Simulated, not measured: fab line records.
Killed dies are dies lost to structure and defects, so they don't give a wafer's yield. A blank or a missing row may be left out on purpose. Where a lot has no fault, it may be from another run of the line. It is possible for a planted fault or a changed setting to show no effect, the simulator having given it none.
Split-lot study -- flow n5-finfet -- 39 wafers read across 7 lots, on a route 1938 steps long

== THE SPLIT ==
At N5_DUMMY_GATE_ETCH_42 (etches SiO2 in CHF3/O2, target depth 3.5 nm, time 31 s), the setting bias-w was moved away from the recipe's 12 W on 18 of the 39 wafers read, by -14.0% to +10.5%. This setting was run at the recipe's value on the other wafers.

Reading taken at the split's own step.

== THE READING ==
rf-vpp-V, in V, at N5_DUMMY_GATE_ETCH_42 (etches SiO2 in CHF3/O2, target depth 3.5 nm, time 31 s). A value of 42.7 V with a standard deviation of 1 V is what fault-free wafers of this fab line usually give.

wafer,"tool, chamber at the split","bias-w as run, W",against the recipe,"rf-vpp-V, V",against lot-mates on the recipe
L077.1,"rie-diel-06, 0",12,recipe,43.3,-
L077.2,"rie-diel-06, 3",12,recipe,43.9,-
L077.3,"rie-diel-06, 1",13.26,+10.5%,46.2,+2.8
L077.4,"rie-diel-06, 2",13.26,+10.5%,46.2,+2.8
L077.5,"rie-diel-06, 1",12,recipe,43.1,-
L077.6,"rie-diel-06, 0",13.26,+10.5%,46.8,+3.4
L085.1,"rie-diel-06, 3",11.2,-6.7%,41.0,-1.5
L085.2,"rie-diel-06, 2",12,recipe,42.5,-
L085.3,"rie-diel-06, 0",12,recipe,42.1,-
L085.4,"rie-diel-06, 1",11.2,-6.7%,40.9,-1.6
L085.5,"rie-diel-06, 0",11.2,-6.7%,41.6,-0.9
L085.6,"rie-diel-06, 1",12,recipe,42.9,-
L086.1,"rie-diel-06, 3",10.55,-12.1%,40.7,-2.7
L086.2,"rie-diel-06, 1",10.55,-12.1%,39.9,-3.5
L086.3,"rie-diel-06, 0",12,recipe,42.0,-
L086.4,"rie-diel-06, 0",12,recipe,43.6,-
L086.5,"rie-diel-06, 3",12,recipe,44.6,-
L086.6,"rie-diel-06, 1",10.55,-12.1%,38.2,-5.2
L089.1,"rie-diel-05, 1",10.32,-14.0%,37.8,-4.7
L089.2,"rie-diel-05, 0",10.32,-14.0%,36.4,-6.1
L089.3,"rie-diel-05, 3",10.32,-14.0%,39.5,-3.0
L089.4,"rie-diel-05, 2",12,recipe,41.8,-
L089.5,"rie-diel-05, 2",12,recipe,43.5,-
L089.6,"rie-diel-05, 3",12,recipe,42.3,-
L092.1,"rie-diel-05, 3",12,recipe,41.9,-
L092.5,"rie-diel-05, 0",12,recipe,42.2,-
L092.6,"rie-diel-05, 3",12,recipe,44.2,-
L095.1,"rie-diel-06, 2",12,recipe,42.1,-
L095.2,"rie-diel-06, 0",12,recipe,42.2,-
L095.3,"rie-diel-06, 3",12.9,+7.5%,46.2,+3.9
L095.4,"rie-diel-06, 2",12,recipe,42.5,-
L095.5,"rie-diel-06, 0",12.9,+7.5%,44.8,+2.5
L095.6,"rie-diel-06, 3",12.9,+7.5%,47.5,+5.2
L097.1,"rie-diel-05, 1",12,recipe,42.3,-
L097.2,"rie-diel-05, 2",12,recipe,42.6,-
L097.3,"rie-diel-05, 3",10.6,-11.7%,38.8,-3.4
L097.4,"rie-diel-05, 3",12,recipe,41.6,-
L097.5,"rie-diel-05, 1",10.6,-11.7%,39.1,-3.1
L097.6,"rie-diel-05, 2",10.6,-11.7%,38.2,-4.0

THE FIT
A straight line over all 39 wafers: rf-vpp-V changes by +0.337 V for each +1% of bias-w; r = +0.93; the points scatter about the line by 0.93 V.
The same after taking each lot's own level away (the mean of its wafers on the recipe; 39 wafers): +0.327 V for each +1%; r = +0.93; scatter 0.91 V.
Per that fit: largest bias-w move, reading shift of 4.6 V.
Across the lots, their own levels run from 42.17 to 43.43 V, a range of 1.3 times the standard deviation given above.
So the lot-to-lot level changes the slope little: the two slopes agree.
Check: for one of the wafers moved furthest among these (-14.0%), held out of the fit, the line's prediction against its lot-mates is -4.36 V. Against them it came out at -4.73 V.
Tool readings at the split's step, against how far the setting was moved: rf-vpp-V r = +0.93.

== FURTHER SPLITS ON THESE WAFERS ==
Note: prior to the reading, these wafers also went through further splits. Each is held against what the fit with the lots' levels taken away leaves over:
other split on the same wafers,wafers away from the commonest value,r with rf-vpp-V (lot level and that fit taken away)
N5_FIN_SAQP_ETCH_52 source-w,9,+0.02
N5_DUMMY_GATE_ETCH_32 time-s,15,+0.09

== THE FILE'S OWN FIT ==
rf-vpp-V changes by +0.32 V for each +1% of bias-w, r = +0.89.
